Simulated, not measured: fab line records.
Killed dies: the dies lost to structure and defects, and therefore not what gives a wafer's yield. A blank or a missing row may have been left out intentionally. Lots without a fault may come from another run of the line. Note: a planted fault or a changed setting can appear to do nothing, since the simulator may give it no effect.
A struck lot beside a sound one + flow n5-finfet + 37 out of 1938 route steps
Sound: wafers L230.1, L230.2, L230.6. Struck: wafers L215.3, L215.4, L215.5. The cause is given at the end.
For every step that has rows: the tool of each side, followed by ch and its chambers, followed by its first start. Under that, the readings that differ: sound wafers + struck wafers + difference of the means + sigmas: that difference in standard deviations of wafers without a fault.
alike: readings whose means differ by less than 2 such deviations, and words and numbers that are the same on both sides. not compared: withheld readings, readings that some wafer has no value for, bounds like >300 that may hide the same value, and numbers for which the record gives no deviation and whose values overlap.
Wherever a step has rows on one side only, a row that says differs or no value, or a row with sigmas, the two part there. Non-overlapping numbers with no deviation appear without sigmas and do not part them. Lack of a reading on every wafer of one side parts them only where that side has two or more wafers.

first, 9 steps without rows for these wafers: N5_BEOL_M4_ANNEAL_95 (time 240 s); N5_BEOL_M4_SPUTTER_96 (material Cu, target thk 4.5 nm, time 8.29 s); N5_BEOL_M4_ECD_50 (material Cu, target thk 300 nm); N5_BEOL_M4_ANNEAL_51 (time 90 s); N5_BEOL_M4_CMP_52 (polishes, stops on SiOC, t overpolish 6.8 s, target thk 40 nm); N5_BEOL_M4_PRE_CLEAN_60 (time 15 s); N5_BEOL_M4_CO_CAP_55 (material Co, precursor CCTBA/H2, target thk 2 nm, time 102.1 s); N5_BEOL_M4_PRE_CLEAN_56 (time 15 s); N5_BEOL_M4_DEP_57 (deposits SiCN from 3MS/NH3, target thk 8 nm, time 14 s).
N5_BEOL_M4_RC_MEAS_101:
  sound on prober-01 ch 0, day 13 01:22; struck on prober-01 ch 0, day 9 00:59
| reading   | sound          | struck         | difference | sigmas |
|-----------|----------------|----------------|------------|--------|
| VT_P (mV) | -253 -253 -255 | -249 -248 -244 | +7         | +2     |
  alike: DIBL_N, DIBL_P, IOFF_N, IOFF_P, ION_N, ION_P, SS_N, SS_P, VT_N
then, 24 steps without rows for these wafers: N5_BEOL_M5_ILD_DEP_00 (deposits SiCOH lowk from DEMS/porogen, target thk 140.64 nm, time 25.9 s); N5_BEOL_M5_CURE_79 (cures SiCOH lowk, time 240 s); N5_BEOL_M5_PECVD_70 (deposits SiO2 from TEOS/O2, target thk 16 nm, time 18 s); N5_BEOL_M5_HM_DEP_02 (deposits TiN, target thk 20 nm); N5_BEOL_M5_COAT_59 (time 60 s, resist thk 60 nm); N5_BEOL_M5_COAT_60 (time 60 s, resist thk 12 nm); N5_BEOL_M5_COAT_71 (time 60 s, resist thk 5 nm); N5_BEOL_M5_COAT_05 (resist thk 30 nm); N5_BEOL_M5_EBR_07; N5_BEOL_M5_SOFTBAKE_06 (time 60 s); N5_BEOL_M5_EXPOSE_08 (exposes mask M5, target cd 28 nm); N5_BEOL_M5_PEB_09 (peb time 60 s); N5_BEOL_M5_DEVELOP_10 (develop time 30 s); N5_BEOL_M5_DESCUM_16 (chemistry O2, time 7 s); N5_BEOL_M5_ETCH_72 (etches underlayer in N2/H2, target depth 6.5 nm, time 5.2 s); N5_BEOL_M5_ETCH_61 (etches SiARC in CF4, target depth 15.6 nm, time 26 s); N5_BEOL_M5_ETCH_62 (etches SOC in N2/H2, target depth 75 nm, overetch 15 nm, time 112.5 s); N5_BEOL_M5_STRIP_63 (strips in N2/H2); N5_BEOL_M5_STRIP_73 (strips in N2/H2); N5_BEOL_M5_STRIP_64 (strips in CF4); N5_BEOL_M5_HM_OPEN_17 (chemistry Cl2/BCl3, target TiN, target depth 20 nm, overetch 6 nm); N5_BEOL_M5_STRIP_19 (strips in O2); N5_BEOL_M5_COAT_65 (time 60 s, resist thk 60 nm); N5_BEOL_M5_COAT_66 (time 60 s, resist thk 12 nm).
N5_BEOL_M7_ANNEAL_51: time 90 s.
  sound on rtp-anneal-02 ch 0, day 14 08:14; struck on rtp-anneal-02, day 10 01:32
  no value came back on the struck wafers for anneal-temp-c (C), anneal-temp-c-max, wafer_temp_C_max; on the sound wafers anneal-temp-c (C) reads 224.99 224.75 225.03
N5_BEOL_M7_CMP_52: polishes, stops on SiCOH lowk, t overpolish 6.9 s, target thk 80 nm.
  sound on cmp-02 ch 1,2,3, day 14 08:37; struck on cmp-03 ch 0,2,3, day 10 01:49
| reading                      | sound                | struck               | difference | sigmas |
|------------------------------|----------------------|----------------------|------------|--------|
| barrier-field-endpoint-s (s) | 27.7 28.0 27.5       | 35.2 35.1 34.3       | +7.1       | +11    |
| head-pressure-psi (psi)      | 1.0011 0.9945 0.9962 | 1.0016 1.0027 1.0024 | +0.0050    | +2     |
| time-to-endpoint-s (s)       | 63.8 62.1 57.0       | 81.8 81.0 82.0       | +20.6      | +7     |
  alike: motor-current-A, overpolish-run-s
-- a jump in the record: the struck wafers' starts before and after are 2 days apart (it breaks off in module BEOL_M7 and resumes in module PASSIVATION, where the first step shown is number 1936 of the route) --
N5_PASSIVATION_PROBE_49:
  rows exist in the record for the struck wafers here (prober-02, day 12 08:44), but not for the sound ones

WHERE THEY PART
Earliest at N5_BEOL_M4_RC_MEAS_101; latest, in this record, at N5_PASSIVATION_PROBE_49.

WHY: what the simulator had put in
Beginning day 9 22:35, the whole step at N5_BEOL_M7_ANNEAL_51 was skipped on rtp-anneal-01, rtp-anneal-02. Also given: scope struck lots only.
